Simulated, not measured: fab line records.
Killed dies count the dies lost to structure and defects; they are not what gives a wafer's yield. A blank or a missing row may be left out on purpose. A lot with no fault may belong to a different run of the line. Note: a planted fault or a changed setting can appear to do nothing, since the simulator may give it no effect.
A single fault, viewed from 2 desks | flow nand harc | each desk has only its own numbers; what lay behind them comes last

THE DEFECT DESK
Inspection counts along the route, by lot: the mean over sampled wafers that carry a number. Any lot whose mean is over 4 standard deviations away from the usual mean is out of limits and marked OUT; that distance is given in the brackets.
Columns: A = raw defect count at NHARC_A_CHANNEL_HOLE_D1_INSPECT_40, usual 74
lot  | first seen here | A
L748 | day 8 21:40     | 60
L750 | day 9 11:25     | 37
L754 | day 11 00:55    | 55
L757 | day 12 14:47    | 617 (+19) OUT
L760 | day 13 17:08    | 352 (+9.6) OUT
L763 | day 14 19:01    | 114
L761 | day 14 23:11    | 101
L766 | day 16 05:48    | 57
L767 | day 16 13:42    | 71
L769 | day 17 19:02    | 66
L768 | day 17 20:34    | 53
L771 | day 18 03:21    | 70
Finding of this desk: L757, L760 out of limits; the first was L757 at day 12 14:47, on raw defect count at NHARC_A_CHANNEL_HOLE_D1_INSPECT_40. Within limits: L748, L750, L754, L763, L761, L766, L767, L769, L768, L771.

THE TOOL OWNER'S DESK: har etch-01
The tool's own readings at NHARC_A_CHANNEL_HOLE_D1_ETCH_19 (etches the open film in C4F8/O2/Ar, time 34.5 s): means of the sampled wafers that have a number, for each lot that ran on this tool. Any lot whose mean is over 4 standard deviations away from the usual mean is out of limits and marked OUT; that distance is given in the brackets.
Columns: A = drypump motor current A at NHARC_A_CHANNEL_HOLE_D1_ETCH_19, usual 5.8 A; B = showerhead plenum p Torr at NHARC_A_CHANNEL_HOLE_D1_ETCH_19, usual 3.68 Torr; C = throttle valve pct at NHARC_A_CHANNEL_HOLE_D1_ETCH_19, usual 37.038 %
lot  | first seen here | A   | B    | C
L748 | day 8 15:59     | 6.1 | 3.63 | 37.042
L750 | day 9 05:41     | 6.2 | 3.59 | 37.034
L754 | day 10 19:12    | 6.1 | 3.62 | 37.030
L757 | day 12 09:04    | 6.1 | 3.63 | 37.030
L760 | day 13 11:26    | 6.1 | 3.59 | 37.039
L766 | day 16 00:06    | 6.0 | 3.65 | 37.042
L767 | day 16 08:02    | 6.1 | 3.57 | 37.031
L769 | day 17 13:22    | 6.1 | 3.59 | 37.024
L771 | day 17 21:39    | 6.1 | 3.59 | 37.037
This desk's verdict: no lot among the 9 shows anything out of limits.

TAKEN TOGETHER
The defect desk could have raised an alarm at day 12 14:47, on L757, L760.
The desk of the tool owner found nothing out of limits.
The tool owner's desk has L757, L760 on record, within its limits.
The lots listed all ran NHARC_A_CHANNEL_HOLE_D1_ETCH_19 on har etch-01.

WHAT THE SIMULATOR HAD INSERTED
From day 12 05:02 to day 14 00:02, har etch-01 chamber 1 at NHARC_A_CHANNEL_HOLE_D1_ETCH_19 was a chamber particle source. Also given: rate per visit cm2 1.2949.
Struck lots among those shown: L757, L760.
Hours from the fault's start to each desk's first reading out of limits: the defect desk, 10.
